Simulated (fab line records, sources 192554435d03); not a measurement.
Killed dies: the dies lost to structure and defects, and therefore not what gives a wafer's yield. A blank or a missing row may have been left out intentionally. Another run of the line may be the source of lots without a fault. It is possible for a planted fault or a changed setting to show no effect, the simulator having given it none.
Chamber matching    flow n5 finfet    N5_BEOL_M0_ALD_136 on ald metal-04 has 4 sister chambers
The step deposits TaN, pulse time 2 s, purge time 3 s, co reactant purge time 2 s. 8 wafers are shown with their chamber, then 10 later ones without.

WAFERS, EACH WITH ITS CHAMBER
wafer   chamber  heater power w (W)  precursor vessel pressure torr (Torr)
L082.6  3        383                 26.28
L088.1  0        426                 26.18
L088.5  2        383                 26.16
L091.2  3        375                 26.29
L091.3  1        432                 26.32
L091.5  1        438                 26.36
L094.2  0        433                 26.30
L094.3  2        381                 26.23

WAFERS WITHOUT THEIR CHAMBER
wafer   heater power w (W)  precursor vessel pressure torr (Torr)
L094.4  383                 26.21
L095.1  435                 26.33
L095.3  380                 26.23
L095.5  438                 26.30
L096.1  437                 26.31
L096.3  390                 26.27
L096.5  429                 26.22
L097.2  382                 26.41
L097.3  396                 26.31
L097.5  389                 26.27

WHICH CHAMBER EACH ONE RAN IN
wafer   from the rows above      in truth
L094.4  can't be placed: 2 or 3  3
L095.1  can't be placed: 1 or 0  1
L095.3  can't be placed: 2 or 3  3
L095.5  can't be placed: 1 or 0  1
L096.1  can't be placed: 1 or 0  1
L096.3  can't be placed: 2 or 3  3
L096.5  0                        0
L097.2  can't be placed: 3 or 2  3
L097.3  can't be placed: 2 or 3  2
L097.5  can't be placed: 2 or 3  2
1 of 10 placed correctly. From these rows, 9 cannot be placed; in 9 the true chamber is one of the candidates. Wrongly placed: 0.
How it was worked out, from the rows above alone: a wafer's distance from a chamber is the root of the sum, over the readings, of the square of ((its reading less the chamber's mean) divided by the reading's scatter). If the next closest chamber is less than 2 further off than the closest, the wafer can't be placed; otherwise it belongs to the closest. The mean given for a chamber averages the wafers shown for that chamber. The scatter is the square root of a quotient: the sum, over the shown wafers, of each reading's squared deviation from its chamber's mean, divided by wafers minus chambers.
